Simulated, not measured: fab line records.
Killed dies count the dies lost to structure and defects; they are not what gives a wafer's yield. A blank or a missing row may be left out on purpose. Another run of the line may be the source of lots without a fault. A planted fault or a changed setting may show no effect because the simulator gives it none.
Which tool was responsible? :: flow nand-harc :: 15 lots, 45 wafers sampled, at 5 steps of a route of 1159

WHAT THE GAUGES SHOWED, per wafer
The record lacks any reading of a measuring or inspecting step that a usual standard deviation could be used to judge.

WHAT TOOL EACH LOT RAN ON (gives the tool, then ch and the chambers of the sampled wafers, and finally the start)
lot: L469
NHARC_A_CONTACT_CVD_19: cvd-w-01 ch 0,1, day 17 10:35 or earlier
NHARC_A_BLC_DEGAS_30: pvd-sputter-03, day 17 10:35
NHARC_A_BLC_PVD_32: pvd-sputter-03, day 17 11:44 or earlier
NHARC_A_BLC_CVD_24: cvd-w-02 ch 0,1, day 17 11:44
NHARC_A_BLC_CMP_25: cmp-04 ch 0,1,2, day 17 12:15

lot: L468
NHARC_A_CONTACT_CVD_19: cvd-w-01 ch 0,1, day 17 12:10 or earlier
NHARC_A_BLC_DEGAS_30: pvd-sputter-03, day 17 12:10
NHARC_A_BLC_PVD_32: pvd-sputter-03, day 17 12:35 or earlier
NHARC_A_BLC_CVD_24: cvd-w-02 ch 0,1, day 17 12:35
NHARC_A_BLC_CMP_25: cmp-02 ch 0,1,2, day 17 13:55

lot: L473
NHARC_A_CONTACT_CVD_19: cvd-w-01 ch 0,1, day 17 18:08 or earlier
NHARC_A_BLC_DEGAS_30: pvd-sputter-01, day 17 18:08
NHARC_A_BLC_PVD_32: pvd-sputter-01, day 17 19:29 or earlier
NHARC_A_BLC_CVD_24: cvd-w-01 ch 0,1, day 17 19:29
NHARC_A_BLC_CMP_25: cmp-02 ch 0,1,3, day 17 20:02

lot: L471
NHARC_A_CONTACT_CVD_19: cvd-w-01 ch 0,1, day 17 23:31 or earlier
NHARC_A_BLC_DEGAS_30: pvd-sputter-03, day 17 23:31
NHARC_A_BLC_PVD_32: pvd-sputter-03, day 18 00:02 or earlier
NHARC_A_BLC_CVD_24: cvd-w-01 ch 0,1, day 18 00:02
NHARC_A_BLC_CMP_25: cmp-02 ch 1,2,3, day 18 01:14

lot: L474
NHARC_A_CONTACT_CVD_19: cvd-w-01 ch 0,1, day 18 15:02 or earlier
NHARC_A_BLC_DEGAS_30: pvd-sputter-02, day 18 15:02
NHARC_A_BLC_PVD_32: pvd-sputter-02, day 18 15:37 or earlier
NHARC_A_BLC_CVD_24: cvd-w-01 ch 0,1, day 18 15:37
NHARC_A_BLC_CMP_25: cmp-04 ch 1,2, day 18 17:02

lot: L480
NHARC_A_CONTACT_CVD_19: cvd-w-02 ch 0,1, day 20 08:30 or earlier
NHARC_A_BLC_DEGAS_30: pvd-sputter-01, day 20 08:30
NHARC_A_BLC_PVD_32: pvd-sputter-01, day 20 09:44 or earlier
NHARC_A_BLC_CVD_24: cvd-w-01 ch 0,1, day 20 09:44
NHARC_A_BLC_CMP_25: cmp-04 ch 1,2,3, day 20 10:15

lot: L481
NHARC_A_CONTACT_CVD_19: cvd-w-02 ch 0,1, day 20 20:13 or earlier
NHARC_A_BLC_DEGAS_30: pvd-sputter-01, day 20 20:13
NHARC_A_BLC_PVD_32: pvd-sputter-01, day 20 20:40 or earlier
NHARC_A_BLC_CVD_24: cvd-w-02 ch 0,1, day 20 20:40
NHARC_A_BLC_CMP_25: cmp-02 ch 0,1,3, day 20 21:11

lot: L482
NHARC_A_CONTACT_CVD_19: cvd-w-02 ch 0,1, day 21 04:20 or earlier
NHARC_A_BLC_DEGAS_30: pvd-sputter-03, day 21 04:20
NHARC_A_BLC_PVD_32: pvd-sputter-03, day 21 09:35 or earlier
NHARC_A_BLC_CVD_24: cvd-w-02 ch 0,1, day 21 09:35
NHARC_A_BLC_CMP_25: cmp-04 ch 0,3, day 21 10:02

lot: L486
NHARC_A_CONTACT_CVD_19: cvd-w-02 ch 0,1, day 21 06:02 or earlier
NHARC_A_BLC_DEGAS_30: pvd-sputter-03, day 21 06:02
NHARC_A_BLC_PVD_32: pvd-sputter-03, day 21 11:30 or earlier
NHARC_A_BLC_CVD_24: cvd-w-01 ch 0,1, day 21 11:30
NHARC_A_BLC_CMP_25: cmp-04 ch 0,2,3, day 21 11:59

lot: L483
NHARC_A_CONTACT_CVD_19: cvd-w-01 ch 0,1, day 21 15:40 or earlier
NHARC_A_BLC_DEGAS_30: pvd-sputter-01, day 21 15:40
NHARC_A_BLC_PVD_32: pvd-sputter-01, day 21 22:19 or earlier
NHARC_A_BLC_CVD_24: cvd-w-02 ch 0,1, day 21 22:19
NHARC_A_BLC_CMP_25: cmp-02 ch 1,2,3, day 21 22:49

lot: L484
NHARC_A_CONTACT_CVD_19: cvd-w-01 ch 0,1, day 21 16:08 or earlier
NHARC_A_BLC_DEGAS_30: pvd-sputter-03, day 21 16:08
NHARC_A_BLC_PVD_32: pvd-sputter-03, day 21 22:41 or earlier
NHARC_A_BLC_CVD_24: cvd-w-02 ch 0,1, day 21 22:41
NHARC_A_BLC_CMP_25: cmp-03 ch 0,2, day 21 23:13

lot: L487
NHARC_A_CONTACT_CVD_19: cvd-w-02 ch 0,1, day 22 03:39 or earlier
NHARC_A_BLC_DEGAS_30: pvd-sputter-01, day 22 03:39
NHARC_A_BLC_PVD_32: pvd-sputter-01, day 22 08:55 or earlier
NHARC_A_BLC_CVD_24: cvd-w-01 ch 0,1, day 22 08:55
NHARC_A_BLC_CMP_25: cmp-02 ch 2,3, day 22 09:26

lot: L488
NHARC_A_CONTACT_CVD_19: cvd-w-02 ch 0,1, day 22 19:23 or earlier
NHARC_A_BLC_DEGAS_30: pvd-sputter-03, day 22 19:23
NHARC_A_BLC_PVD_32: pvd-sputter-03, day 22 21:00 or earlier
NHARC_A_BLC_CVD_24: cvd-w-01 ch 0,1, day 22 21:00
NHARC_A_BLC_CMP_25: cmp-04 ch 0,1,2, day 22 21:35

lot: L490
NHARC_A_CONTACT_CVD_19: cvd-w-02 ch 1, day 23 03:20 or earlier
NHARC_A_BLC_DEGAS_30: pvd-sputter-01, day 23 03:20
NHARC_A_BLC_PVD_32: pvd-sputter-01, day 23 03:47 or earlier
NHARC_A_BLC_CVD_24: cvd-w-01 ch 0,1, day 23 03:47
NHARC_A_BLC_CMP_25: cmp-02 ch 0,1,2, day 23 04:20

lot: L489
NHARC_A_CONTACT_CVD_19: cvd-w-02 ch 1, day 23 04:10 or earlier
NHARC_A_BLC_DEGAS_30: pvd-sputter-03, day 23 04:10
NHARC_A_BLC_PVD_32: pvd-sputter-03, day 23 04:45 or earlier
NHARC_A_BLC_CVD_24: cvd-w-01 ch 0,1, day 23 04:45
NHARC_A_BLC_CMP_25: cmp-02 ch 1,3, day 23 05:17
- NHARC_A_CONTACT_CVD_19: deposits W, target thk 300 nm, time 802 s.
- NHARC_A_BLC_DEGAS_30: time 60 s.
- NHARC_A_BLC_PVD_32: deposits Ti, target thk 5 nm, time 17.7 s.
- NHARC_A_BLC_CVD_24: deposits W, target thk 150 nm, time 434 s.
- NHARC_A_BLC_CMP_25: polishes, t overpolish 30 s, target thk 150 nm.

WHAT THE TOOLS THEMSELVES READ (means of the sampled wafers that have a number; where no wafer has one, the mark that the record gives instead)
NHARC_A_CONTACT_CVD_19. Usual: heater-power-w 458 W, standard deviation 65; mfc-ar-sccm 1561 sccm, standard deviation 4.8; throttle-valve-pct 7.8 %, standard deviation 0.33.
lot: L469
tool: cvd-w-01
heater-power-w (W): 384
mfc-ar-sccm (sccm): 1563
throttle-valve-pct (%): 7.8
flag: 

lot: L468
tool: cvd-w-01
heater-power-w (W): 383
mfc-ar-sccm (sccm): 1560
throttle-valve-pct (%): 7.8
flag: 

lot: L473
tool: cvd-w-01
heater-power-w (W): 396
mfc-ar-sccm (sccm): 1564
throttle-valve-pct (%): 7.8
flag: 

lot: L471
tool: cvd-w-01
heater-power-w (W): 397
mfc-ar-sccm (sccm): 1558
throttle-valve-pct (%): 7.7
flag: 

lot: L474
tool: cvd-w-01
heater-power-w (W): 379
mfc-ar-sccm (sccm): 1557
throttle-valve-pct (%): 7.7
flag: 

lot: L480
tool: cvd-w-02
heater-power-w (W): 502
mfc-ar-sccm (sccm): 1564
throttle-valve-pct (%): 7.7
flag: 

lot: L481
tool: cvd-w-02
heater-power-w (W): 530
mfc-ar-sccm (sccm): 1560
throttle-valve-pct (%): 7.9
flag: 

lot: L482
tool: cvd-w-02
heater-power-w (W): 505
mfc-ar-sccm (sccm): 1559
throttle-valve-pct (%): 7.7
flag: 

lot: L486
tool: cvd-w-02
heater-power-w (W): 517
mfc-ar-sccm (sccm): 1564
throttle-valve-pct (%): 7.8
flag: 

lot: L483
tool: cvd-w-01
heater-power-w (W): 393
mfc-ar-sccm (sccm): 1562
throttle-valve-pct (%): 7.9
flag: 

lot: L484
tool: cvd-w-01
heater-power-w (W): 396
mfc-ar-sccm (sccm): 1559
throttle-valve-pct (%): 8.0
flag: 

lot: L487
tool: cvd-w-02
heater-power-w (W): 527
mfc-ar-sccm (sccm): 1563
throttle-valve-pct (%): 8.0
flag: 

lot: L488
tool: cvd-w-02
heater-power-w (W): 524
mfc-ar-sccm (sccm): 1556
throttle-valve-pct (%): 8.0
flag: 

lot: L490
tool: cvd-w-02
heater-power-w (W): 544
mfc-ar-sccm (sccm): 1561
throttle-valve-pct (%): 8.1
flag: 

lot: L489
tool: cvd-w-02
heater-power-w (W): 541
mfc-ar-sccm (sccm): 1561
throttle-valve-pct (%): 8.3
flag: 

NHARC_A_BLC_DEGAS_30. Usual: heater-power-w reads 473 W (standard deviation 49).
lot: L469
tool: pvd-sputter-03
heater-power-w (W): 460
flag: 

lot: L468
tool: pvd-sputter-03
heater-power-w (W): 463
flag: 

lot: L473
tool: pvd-sputter-01
heater-power-w (W): 473
flag: 

lot: L471
tool: pvd-sputter-03
heater-power-w (W): 491
flag: 

lot: L474
tool: pvd-sputter-02
heater-power-w (W): 452
flag: 

lot: L480
tool: pvd-sputter-01
heater-power-w (W): 506
flag: 

lot: L481
tool: pvd-sputter-01
heater-power-w (W): 501
flag: 

lot: L482
tool: pvd-sputter-03
heater-power-w (W): 502
flag: 

lot: L486
tool: pvd-sputter-03
heater-power-w (W): 496
flag: 

lot: L483
tool: pvd-sputter-01
heater-power-w (W): 482
flag: 

lot: L484
tool: pvd-sputter-03
heater-power-w (W): 506
flag: 

lot: L487
tool: pvd-sputter-01
heater-power-w (W): 498
flag: 

lot: L488
tool: pvd-sputter-03
heater-power-w (W): 499
flag: 

lot: L490
tool: pvd-sputter-01
heater-power-w (W): 498
flag: 

lot: L489
tool: pvd-sputter-03
heater-power-w (W): 434
flag: 

NHARC_A_BLC_PVD_32. Usual: throttle-valve-pct reads 30.0 % (standard deviation 0.87).
lot: L469
tool: pvd-sputter-03
throttle-valve-pct (%): 29.5
flag: 

lot: L468
tool: pvd-sputter-03
throttle-valve-pct (%): 30.6
flag: 

lot: L473
tool: pvd-sputter-01
throttle-valve-pct (%): 31.0
flag: 

lot: L471
tool: pvd-sputter-03
throttle-valve-pct (%): 30.2
flag: 

lot: L474
tool: pvd-sputter-02
throttle-valve-pct (%): 30.0
flag: 

lot: L480
tool: pvd-sputter-01
throttle-valve-pct (%): 30.0
flag: 

lot: L481
tool: pvd-sputter-01
throttle-valve-pct (%): 30.3
flag: 

lot: L482
tool: pvd-sputter-03
throttle-valve-pct (%): 29.5
flag: 

lot: L486
tool: pvd-sputter-03
throttle-valve-pct (%): 29.9
flag: 

lot: L483
tool: pvd-sputter-01
throttle-valve-pct (%): 30.4
flag: 

lot: L484
tool: pvd-sputter-03
throttle-valve-pct (%): 29.6
flag: 

lot: L487
tool: pvd-sputter-01
throttle-valve-pct (%): 29.5
flag: 

lot: L488
tool: pvd-sputter-03
throttle-valve-pct (%): 29.9
flag: 

lot: L490
tool: pvd-sputter-01
throttle-valve-pct (%): 30.1
flag: 

lot: L489
tool: pvd-sputter-03
throttle-valve-pct (%): 30.1
flag: 

NHARC_A_BLC_CVD_24. Usual: heater-power-w 445 W, standard deviation 65; mfc-ar-sccm 1561 sccm, standard deviation 4.7; throttle-valve-pct 7.82 %, standard deviation 0.29.
lot: L469
tool: cvd-w-02
heater-power-w (W): 509
mfc-ar-sccm (sccm): 1562
throttle-valve-pct (%): 7.80
flag: 

lot: L468
tool: cvd-w-02
heater-power-w (W): 521
mfc-ar-sccm (sccm): 1562
throttle-valve-pct (%): 7.82
flag: 

lot: L473
tool: cvd-w-01
heater-power-w (W): 398
mfc-ar-sccm (sccm): 1558
throttle-valve-pct (%): 7.91
flag: 

lot: L471
tool: cvd-w-01
heater-power-w (W): 386
mfc-ar-sccm (sccm): 1561
throttle-valve-pct (%): 7.89
flag: 

lot: L474
tool: cvd-w-01
heater-power-w (W): 386
mfc-ar-sccm (sccm): 1560
throttle-valve-pct (%): 7.94
flag: 

lot: L480
tool: cvd-w-01
heater-power-w (W): 383
mfc-ar-sccm (sccm): 1563
throttle-valve-pct (%): 7.73
flag: 

lot: L481
tool: cvd-w-02
heater-power-w (W): 516
mfc-ar-sccm (sccm): 1560
throttle-valve-pct (%): 7.61
flag: 

lot: L482
tool: cvd-w-02
heater-power-w (W): 528
mfc-ar-sccm (sccm): 1560
throttle-valve-pct (%): 7.84
flag: 

lot: L486
tool: cvd-w-01
heater-power-w (W): 389
mfc-ar-sccm (sccm): 1560
throttle-valve-pct (%): 7.68
flag: 

lot: L483
tool: cvd-w-02
heater-power-w (W): 510
mfc-ar-sccm (sccm): 1565
throttle-valve-pct (%): 7.68
flag: 

lot: L484
tool: cvd-w-02
heater-power-w (W): 530
mfc-ar-sccm (sccm): 1561
throttle-valve-pct (%): 8.08
flag: 

lot: L487
tool: cvd-w-01
heater-power-w (W): 396
mfc-ar-sccm (sccm): 1561
throttle-valve-pct (%): 7.81
flag: 

lot: L488
tool: cvd-w-01
heater-power-w (W): 399
mfc-ar-sccm (sccm): 1552
throttle-valve-pct (%): 8.01
flag: 

lot: L490
tool: cvd-w-01
heater-power-w (W): 392
mfc-ar-sccm (sccm): 1561
throttle-valve-pct (%): 7.96
flag: 

lot: L489
tool: cvd-w-01
heater-power-w (W): 393
mfc-ar-sccm (sccm): 1561
throttle-valve-pct (%): 7.92
flag: 

NHARC_A_BLC_CMP_25. Usual: motor-current-A 12.4 A, standard deviation 1.2; overpolish-run-s 30.001 s, standard deviation 0.009; retaining-ring-pressure-frac 1.000, standard deviation 0.0049; slurry-flow-ml-min 150.0, standard deviation 0.44; time-to-endpoint-s 30.3 s, standard deviation 2.6.
lot: L469
tool: cmp-04
motor-current-A (A): 12.8
overpolish-run-s (s): 29.998
retaining-ring-pressure-frac: 0.997
slurry-flow-ml-min: 149.7
time-to-endpoint-s (s): 32.4
flag: 

lot: L468
tool: cmp-02
motor-current-A (A): 12.0
overpolish-run-s (s): 30.002
retaining-ring-pressure-frac: 0.999
slurry-flow-ml-min: 150.2
time-to-endpoint-s (s): 56.7
flag: OFF

lot: L473
tool: cmp-02
motor-current-A (A): 12.6
overpolish-run-s (s): 29.992
retaining-ring-pressure-frac: 1.000
slurry-flow-ml-min: 150.3
time-to-endpoint-s (s): 31.1
flag: 

lot: L471
tool: cmp-02
motor-current-A (A): 11.5
overpolish-run-s (s): 30.002
retaining-ring-pressure-frac: 1.000
slurry-flow-ml-min: 149.9
time-to-endpoint-s (s): 57.3
flag: OFF

lot: L474
tool: cmp-04
motor-current-A (A): 13.0
overpolish-run-s (s): 30.003
retaining-ring-pressure-frac: 1.005
slurry-flow-ml-min: 150.1
time-to-endpoint-s (s): 58.2
flag: OFF

lot: L480
tool: cmp-04
motor-current-A (A): 13.6
overpolish-run-s (s): 30.000
retaining-ring-pressure-frac: 1.000
slurry-flow-ml-min: 149.7
time-to-endpoint-s (s): 32.0
flag: 

lot: L481
tool: cmp-02
motor-current-A (A): 12.3
overpolish-run-s (s): 30.006
retaining-ring-pressure-frac: 1.003
slurry-flow-ml-min: 150.3
time-to-endpoint-s (s): 30.7
flag: 

lot: L482
tool: cmp-04
motor-current-A (A): 13.3
overpolish-run-s (s): 29.998
retaining-ring-pressure-frac: 1.002
slurry-flow-ml-min: 150.6
time-to-endpoint-s (s): 28.4
flag: 

lot: L486
tool: cmp-04
motor-current-A (A): 13.1
overpolish-run-s (s): 29.997
retaining-ring-pressure-frac: 0.994
slurry-flow-ml-min: 149.6
time-to-endpoint-s (s): 31.8
flag: 

lot: L483
tool: cmp-02
motor-current-A (A): 11.7
overpolish-run-s (s): 29.999
retaining-ring-pressure-frac: 0.995
slurry-flow-ml-min: 149.9
time-to-endpoint-s (s): 29.6
flag: 

lot: L484
tool: cmp-03
motor-current-A (A): 11.5
overpolish-run-s (s): 30.008
retaining-ring-pressure-frac: 1.001
slurry-flow-ml-min: 149.7
time-to-endpoint-s (s): 28.0
flag: 

lot: L487
tool: cmp-02
motor-current-A (A): 11.5
overpolish-run-s (s): 29.999
retaining-ring-pressure-frac: 1.005
slurry-flow-ml-min: 149.4
time-to-endpoint-s (s): 31.7
flag: 

lot: L488
tool: cmp-04
motor-current-A (A): 12.5
overpolish-run-s (s): 30.009
retaining-ring-pressure-frac: 1.000
slurry-flow-ml-min: 149.9
time-to-endpoint-s (s): 33.8
flag: 

lot: L490
tool: cmp-02
motor-current-A (A): 12.0
overpolish-run-s (s): 29.998
retaining-ring-pressure-frac: 0.996
slurry-flow-ml-min: 149.8
time-to-endpoint-s (s): 28.6
flag: 

lot: L489
tool: cmp-02
motor-current-A (A): 12.1
overpolish-run-s (s): 30.002
retaining-ring-pressure-frac: 1.001
slurry-flow-ml-min: 150.3
time-to-endpoint-s (s): 32.1
flag: 

THE ANSWER, worked out from the rows above alone
Rule: a lot counts as off when the mean over its wafers that have a number is more than 3 standard deviations away from the usual mean. A lot without any number at a reading at which 4 lots or more have one is off too. The other lots that the step has rows for count as sound. First the gauges in route order, then the tools' own readings, where a lot's mean is used as printed above. The first step at which some lot is off is used, and at that step the reading that is off furthest; a lot without a number counts as furthest.
Off, at NHARC_A_BLC_CMP_25 on time-to-endpoint-s: L468, L471, L474.
A tool fits if, at that step or a process step before it, it ran every lot that is off, and no sound lot after the first of them. Because NHARC_A_CONTACT_CVD_19 lacks a start for some lots, the hours and order of its lots are taken from NHARC_A_BLC_DEGAS_30. Because NHARC_A_BLC_PVD_32 lacks a start for some lots, the hours and order of its lots are taken from NHARC_A_BLC_CVD_24. None of those tried fits.

WHAT THE SIMULATOR HAD PUT IN
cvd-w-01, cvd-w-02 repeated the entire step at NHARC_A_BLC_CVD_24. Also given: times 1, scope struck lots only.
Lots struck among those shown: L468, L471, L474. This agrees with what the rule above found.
